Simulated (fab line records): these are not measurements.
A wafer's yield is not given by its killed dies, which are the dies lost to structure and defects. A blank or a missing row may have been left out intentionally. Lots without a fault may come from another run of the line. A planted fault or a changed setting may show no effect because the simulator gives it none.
Struck lot and sound lot, side by side    flow nandHarc    15 steps out of a route of 1159
Sound: wafers L425.1, L425.2, L425.5. Struck: wafer L438.6. (L438.3 of the same lot was not struck and is left out.) The cause comes at the end.
Order at every step that has rows: each side's tool, ch and its chambers, its first start. Under that, the readings that differ: sound wafers    struck wafers    difference of the means    sigmas: that difference in standard deviations of wafers without a fault.
alike: readings whose means differ by less than 2 such deviations, and words and numbers that are the same on both sides. not compared: withheld readings, readings that some wafer has no value for, bounds like >300 that may hide the same value, and numbers for which the record gives no deviation and whose values overlap.
The two part at a step that has a row with sigmas, a row that says differs or no value, or rows on one side only. When numbers do not overlap yet have no deviation, they are printed without sigmas and do not part them. Lack of a reading on every wafer of one side parts them only where that side has two or more wafers.

NHARC_A_CONTACT_ETCH_137: etches the open film in C4F8/O2/Ar, time 132 s, target depth 1287 nm.
  sound on harCapEtch-01 ch 0,1, day 19 15:16; struck on harCapEtch-03 ch 0, day 22 13:34
  not compared: rfHoursCounterH
NHARC_A_CONTACT_ETCH_138: etches the open film in C4F8/O2/Ar, time 132 s, target depth 1289 nm.
  sound on harCapEtch-01 ch 0,1, day 19 15:23; struck on harCapEtch-03 ch 0, day 22 13:44
  not compared: rfHoursCounterH
NHARC_A_CONTACT_ETCH_139: etches the open film in C4F8/O2/Ar, time 137 s, target depth 590 nm.
  sound on harCapEtch-01 ch 0,1, day 19 15:31; struck on harCapEtch-03 ch 0, day 22 13:56
  not compared: rfHoursCounterH
then, 2 steps without rows for these wafers: NHARC_A_CONTACT_ETCH_92 (etches the open film in CH3F/O2, target depth 40 nm, time 85.7 s); NHARC_A_CONTACT_ETCH_98 (etches the open film in C4F6/O2, target depth 20 nm, time 10 s).
NHARC_A_CONTACT_CD_MEAS_15:
  struck on cdSem-02, day 22 14:32; sound on cdSem-03, day 19 16:08
reading    sound           struck  difference  sigmas
cdNm (nm)  90.2 90.0 89.6  91.0    +1.1        +2
then, 3 steps without rows for these wafers: NHARC_A_CONTACT_STRIP_107 (strips in N2/H2); NHARC_A_CONTACT_STRIP_108 (strips in CF4/CHF3); NHARC_A_CONTACT_STRIP_109 (strips in O2/COS).
NHARC_A_CONTACT_ETCH_110: etches the open film in CF4/O2, target depth 50 nm, overetch 5 nm, time 27.5 s.
  sound on rieDiel-13 ch 1,3, day 19 16:25; struck on rieDiel-13 ch 0, day 22 14:51
  alike: drypumpMotorCurrentA, oesProductAu, rfVppV, showerheadPlenumPTorr, throttleValvePct
  not compared: rfHoursCounterH
then, 2 steps without rows for these wafers: NHARC_A_CONTACT_STRIP_26 (strips in O2); NHARC_A_CONTACT_STRIP_27 (strips in post etch residue remover, time 600 s).
NHARC_A_CONTACT_ALD_18: deposits TiN, target thk 3 nm, pulse time 1 s, ald cycles 150.
  sound on aldMetal-04 ch 2,3, day 19 17:05; struck on aldMetal-02 ch 0, day 22 15:31
reading    sound        struck  difference  sigmas
aldCycles  150 150 150  167     +17         
  alike: heaterPowerW, precursorPulseHeightRel
NHARC_A_CONTACT_CVD_19: deposits W, target thk 300 nm, time 802 s.
  sound on cvdW-01 ch 0,1; struck on cvdW-01 ch 1
  alike: heaterPowerW, throttleValvePct
-- jump in the record: it breaks off in module A_CONTACT and resumes in module END (first step shown: number 1159 of the route), and 3 days separate the struck wafers' starts before and after --
NHARC_END_SORT_01:
  sound on prober-01 ch 0, day 22 12:01; struck on prober-01 ch 0, day 25 11:04
reading      sound  struck  difference  sigmas
killedShort  0 1 1  4       +3          +2
  alike: killedAtArray, killedAtOther, killedAtPeriphery, killedDies, killedOpen

WHERE THEY PART
First at NHARC_A_CONTACT_CD_MEAS_15; last, within this record, at NHARC_END_SORT_01.

WHY: what had been put in by the simulator
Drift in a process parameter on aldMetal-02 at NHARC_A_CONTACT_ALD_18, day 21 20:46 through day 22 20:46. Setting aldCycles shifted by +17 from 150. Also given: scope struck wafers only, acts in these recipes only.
